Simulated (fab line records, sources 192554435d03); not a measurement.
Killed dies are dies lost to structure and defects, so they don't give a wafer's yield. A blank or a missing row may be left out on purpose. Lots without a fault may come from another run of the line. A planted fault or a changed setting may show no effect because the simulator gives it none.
fab line records | flow n5_finfet | part 2 of 2: steps 25 to 31 of 31
record lots=5 wafers=15 last_day=17
route steps=1938 shown BEOL_M14@1726
lots that met no fault: from a run of the same line without faults
start_h: hours from the record's first day to the start of the lot's first wafer shown | wait_h: hours since the lot's step before | " the same as in the row above | L1.1+2: a row that stands for several wafers | - no value, or no start given | * or withheld: withheld | < > ~ a bound
route shown NAME@n: a module of which the file shows steps, and the number in the route of the first | usual: mean/standard deviation of fault-free wafers | same: alike in all rows | chamber/n: place in a boat | sites: the reading at each site | _std_site: their standard deviation | _edge_site: outer sites' mean less inner sites' | radius_mm: how far each site lies from the wafer's centre | mask NAME#n: copy n | behind: the tool/chamber that last shaped the wafer | hold: why the lot was held/for how many hours/how that ended | device: the transistor (n, p or np) that didn't switch | end of line: the same wafers' tests at the end of the route | a step without rows: its recipe alone | killed: dies lost to structure and defects at the first sort, not the wafer's yield | map: a wafer's dies, x killed, . not, _ none there
set.NAME: the setting as run; set.NAME@STEP: as run at that earlier step | model.NAME: the simulator's own value behind a step, which no gauge read
lots at some steps of the route; a table a step, a row a wafer
services: from which hour (start_h, from the record's first day; less than 0 if before it) a tool's chamber was out of use, for how many hours, and why
## steps
# step N5_BEOL_M14_ETCH_67
# recipe chemistry=CF4 target=SiARC target_depth_a=1430 time_s=238.3 ion_energy_ev=80 pressure_mtorr=40 source_w=545 bias_w=36 Ar_flow_sccm=100 cf4_flow_sccm=100 ends=cleared
# usual drypump_motor_current_A=5.4/0.38 etch_rf_on_time_s=242/4.7 oes_product_au=0.66/0.08 rf_vpp_V=183.8/1.3 showerhead_plenum_p_Torr=2.13/0.081 throttle_valve_pct=15.61/0.19
# columns lot.wafer tool chamber start_h wait_h drypump_motor_current_A etch_rf_on_time_s oes_product_au rf_hours_counter_h rf_vpp_V showerhead_plenum_p_Torr throttle_valve_pct
L079.1 rie_diel-04 3 270.68 0.0 5.7 248 0.57 223 181.5 2.03 15.73
L079.2 " 2 " " 4.8 242 0.72 71 183.0 2.08 15.54
L079.5 " 3 " " 5.6 248 0.57 - 182.3 2.03 15.72
L088.1 rie_diel-04 3 322.93 0.0 5.6 247 0.56 245 183.5 2.02 15.76
L088.3 " 2 " " 4.8 244 0.68 91 183.9 2.08 15.57
L088.4 " 1 " " 5.3 238 0.80 6 184.2 2.20 15.48
L091.2 rie_diel-04 1 348.88 0.0 5.3 234 0.79 16 184.7 2.19 15.50
L091.5 " 1 " " 5.3 234 0.78 - 185.2 2.19 15.48
L091.6 " 2 " " 4.8 242 0.68 - 183.7 2.07 15.57
L092.1 rie_diel-02 3 362.23 0.0 5.4 245 0.68 100 184.6 2.17 15.64
L092.3 " 0 " " 5.7 248 0.56 271 183.0 2.02 15.79
L092.4 " 3 " " 5.4 244 0.69 - 183.6 2.17 15.67
L095.1 rie_diel-05 1 371.82 0.0 5.5 246 0.58 257 182.2 2.04 15.91
L095.3 " 3 " " 5.7 249 0.67 87 186.3 2.25 15.54
L095.6 " 3 " " 5.7 249 0.67 - 183.9 2.25 15.53
# step N5_BEOL_M14_ETCH_68
# recipe chemistry=N2/H2 target=SOC mask_material=SiARC source_w=3000 bias_w=350 temp_c=40 time_s=450 ion_energy_ev=200 pressure_mtorr=30 n2_flow_sccm=200 h2_flow_sccm=200
# usual drypump_motor_current_A=5.4/0.38 oes_product_au=0.78/0.094 rf_vpp_V=524/3.1 showerhead_plenum_p_Torr=2.53/0.1 throttle_valve_pct=17.73/0.2
# columns lot.wafer tool chamber start_h wait_h drypump_motor_current_A oes_product_au rf_hours_counter_h rf_vpp_V showerhead_plenum_p_Torr throttle_valve_pct
L079.1 rie_diel-04 3 270.82 0.1 5.6 0.68 224 520 2.41 17.85
L079.2 " 2 " " 4.8 0.83 71 521 2.46 17.57
L079.5 " 3 " " 5.7 0.69 - 518 2.41 17.83
L088.1 rie_diel-04 3 323.07 0.1 5.6 0.67 245 520 2.40 17.87
L088.3 " 2 " " 4.8 0.80 91 521 2.45 17.62
L088.4 " 1 " " 5.3 0.94 6 526 2.59 17.60
L091.2 rie_diel-04 1 349.10 0.1 5.3 0.93 16 527 2.58 17.60
L091.5 " 1 " " 5.3 0.93 - 523 2.58 17.59
L091.6 " 2 " " 4.8 0.80 - 522 2.45 17.60
L092.1 rie_diel-02 3 362.37 0.1 5.4 0.81 100 527 2.54 17.62
L092.3 " 0 " " 5.7 0.66 272 518 2.41 18.17
L092.4 " 3 " " 5.4 0.81 - 524 2.54 17.64
L095.1 rie_diel-05 1 371.97 0.1 5.5 0.69 258 520 2.40 18.07
L095.3 " 3 " " 5.7 0.80 87 527 2.68 17.74
L095.6 " 3 " " 5.7 0.79 - 527 2.68 17.73
# step N5_BEOL_M14_STRIP_69
# recipe chemistry=N2/H2 temp_c=40 n2_flow_sccm=200 h2_flow_sccm=200 rf_frequency_hz=6e+07
# columns lot.wafer tool chamber start_h wait_h
L079.1+2+5 rie_diel-04 3,2,3 271.09 0.1
L088.1+3+4 rie_diel-04 3,2,1 323.34 0.1
L091.2+5+6 rie_diel-04 1,1,2 349.50 0.3
L092.1+3+4 rie_diel-02 3,0,3 362.64 0.1
L095.1+3+6 rie_diel-05 1,3,3 372.23 0.1
# step N5_BEOL_M14_TRENCH_ETCH_34
# recipe chemistry=C4F8/O2/Ar target=SiO2 target_depth_a=5566.5 mask_material=SOC he_inner_torr=15 he_outer_torr=30 time_s=126.9 ion_energy_ev=800 pressure_mtorr=20 source_w=1905 bias_w=2040 Ar_flow_sccm=400 C4F8_flow_sccm=16 O2_flow_sccm=12
# usual drypump_motor_current_A=5.4/0.38 oes_product_au=0.77/0.095 rf_vpp_V=2226/24 showerhead_plenum_p_Torr=3.42/0.13 throttle_valve_pct=30.84/0.25
# columns lot.wafer tool chamber start_h wait_h drypump_motor_current_A oes_product_au rf_hours_counter_h rf_vpp_V showerhead_plenum_p_Torr throttle_valve_pct
L079.1 rie_diel-04 3 271.10 0.0 5.7 0.67 224 2265 3.25 30.69
L079.2 " 2 " " 4.8 0.84 71 2247 3.35 30.81
L079.5 " 3 " " 5.6 0.67 - 2264 3.25 30.70
L088.1 rie_diel-04 3 323.35 0.0 5.7 0.65 245 2264 3.24 30.70
L088.3 " 2 " " 4.8 0.79 91 2246 3.34 30.81
L088.4 " 1 " " 5.3 0.95 6 2205 3.53 31.09
L091.2 rie_diel-04 1 349.51 0.0 5.3 0.91 17 2204 3.53 31.09
L091.5 " 1 " " 5.3 0.92 - 2204 3.53 31.08
L091.6 " 2 " " 4.8 0.79 - 2247 3.33 30.84
L092.1 rie_diel-02 3 362.65 0.0 5.4 0.80 100 2211 3.45 30.80
L092.3 " 0 " " 5.7 0.65 272 2236 3.26 31.01
L092.4 " 3 " " 5.4 0.80 - 2212 3.45 30.81
L095.1 rie_diel-05 1 372.24 0.0 5.4 0.67 258 2243 3.27 31.18
L095.3 " 3 " " 5.8 0.78 87 2235 3.60 30.83
L095.6 " 3 " " 5.7 0.77 - 2235 3.60 30.84
# step N5_BEOL_M14_STRIP_70
# recipe chemistry=C4F8/O2/Ar resist=SiARC rf_frequency_hz=6e+07
# columns lot.wafer tool chamber start_h wait_h
L079.1+2+5 rie_diel-04 3,2,3 271.21 0.1
L088.1+3+4 rie_diel-04 3,2,1 323.46 0.1
L091.2+5+6 rie_diel-04 1,1,2 349.69 0.1
L092.1+3+4 rie_diel-02 3,0,3 362.76 0.1
L095.1+3+6 rie_diel-05 1,3,3 372.36 0.1
# step N5_BEOL_M14_OCD_MEAS_35
# usual trench_depth_nm=547/12
# columns lot.wafer tool chamber start_h wait_h trench_depth_nm
L079.1 ocd-02 - 271.25 0.0 538
L079.2 " - " " 554
L079.5 " - " " 540
L088.1 ocd-02 - 323.50 0.0 531
L088.3 " - " " 542
L088.4 " - " " 562
L091.2 ocd-02 - 349.73 0.0 561
L091.5 " - " " 564
L091.6 " - " " 544
L092.1 ocd-01 - 362.80 0.0 542
L092.3 " - " " 536
L092.4 " - " " 544
L095.1 ocd-02 - 372.40 0.0 527
L095.3 " - " " 528
L095.6 " - " " 533
# step N5_BEOL_M14_STRIP_37
# recipe chemistry=O2 power_w=600 temp_c=60 pressure_mtorr=30 rf_frequency_hz=6e+07 bias_power_w=0 overash_fraction=0.3 o2_flow_sccm=225
# usual drypump_motor_current_A=5.4/0.38 oes_product_au=0.77/0.089 rf_vpp_V=3.6/0.92 showerhead_plenum_p_Torr=2.09/0.083 throttle_valve_pct=16.61/0.16
# columns lot.wafer tool chamber start_h wait_h drypump_motor_current_A oes_product_au rf_hours_counter_h rf_vpp_V showerhead_plenum_p_Torr throttle_valve_pct
L079.1 rie_diel-02 0 271.47 0.2 5.7 0.69 234 2.7 1.98 16.81
L079.2 " 1 " " 4.9 0.83 67 4.4 2.14 16.47
L079.5 " 2 " " 5.9 0.70 - 3.7 2.14 16.84
L088.1 rie_diel-05 2 323.59 0.1 5.9 0.68 246 5.2 2.16 16.74
L088.3 " 1 " " 5.6 0.70 239 4.9 1.96 16.76
L088.4 " 3 " " 5.7 0.83 68 4.0 2.19 16.49
L091.2 rie_diel-05 0 352.16 2.4 4.9 0.73 136 2.8 2.10 16.38
L091.5 " 2 " " 5.9 0.67 - 3.5 2.16 16.80
L091.6 " 3 " " 5.7 0.81 - 4.7 2.19 16.54
L092.1 rie_diel-04 0 365.15 2.3 5.9 0.96 3 4.1 2.22 16.28
L092.3 " 1 " " 5.3 0.90 23 3.7 2.13 16.52
L092.4 " 0 " " 5.9 0.96 - 3.6 2.22 16.32
L095.1 rie_diel-05 0 373.40 1.0 5.0 0.73 144 3.3 2.09 16.42
L095.3 " 3 " " 5.7 0.81 87 4.3 2.19 16.52
L095.6 " 0 " " 4.9 0.73 - 3.6 2.10 16.41
## services
# columns tool chamber start_h hours kind
krf_scanner-01 - 248.59 0.8 pm
rie_diel-05 1 253.43 2.5 repair
wet_bench-06 - 256.14 4.4 pm
krf_scanner-01 - 261.91 1.4 repair
rie_diel-02 - 273.16 0.6 repair
rie_diel-05 - 278.82 0.5 repair
wet_bench-06 - 282.13 0.8 repair
rie_diel-05 2 282.21 3.3 repair
wet_bench-06 - 284.40 2.3 repair
krf_scanner-02 - 284.84 0.9 repair
wet_bench-01 - 285.59 1.9 pm
rie_diel-02 3 310.74 16.3 repair
krf_scanner-01 - 318.72 4.4 pm
rie_diel-04 0 330.12 3.0 repair
krf_scanner-02 - 330.99 1.6 repair
krf_scanner-01 - 333.66 1.3 pm
rie_diel-05 2 333.81 16.7 repair
krf_scanner-02 - 336.99 0.2 repair
krf_scanner-02 - 340.35 0.8 pm
rie_diel-04 3 346.95 4.0 repair
krf_scanner-02 - 348.73 1.0 pm
krf_scanner-02 - 357.62 1.3 pm
rie_diel-05 - 364.22 2.8 pm
krf_scanner-02 - 367.74 4.5 repair
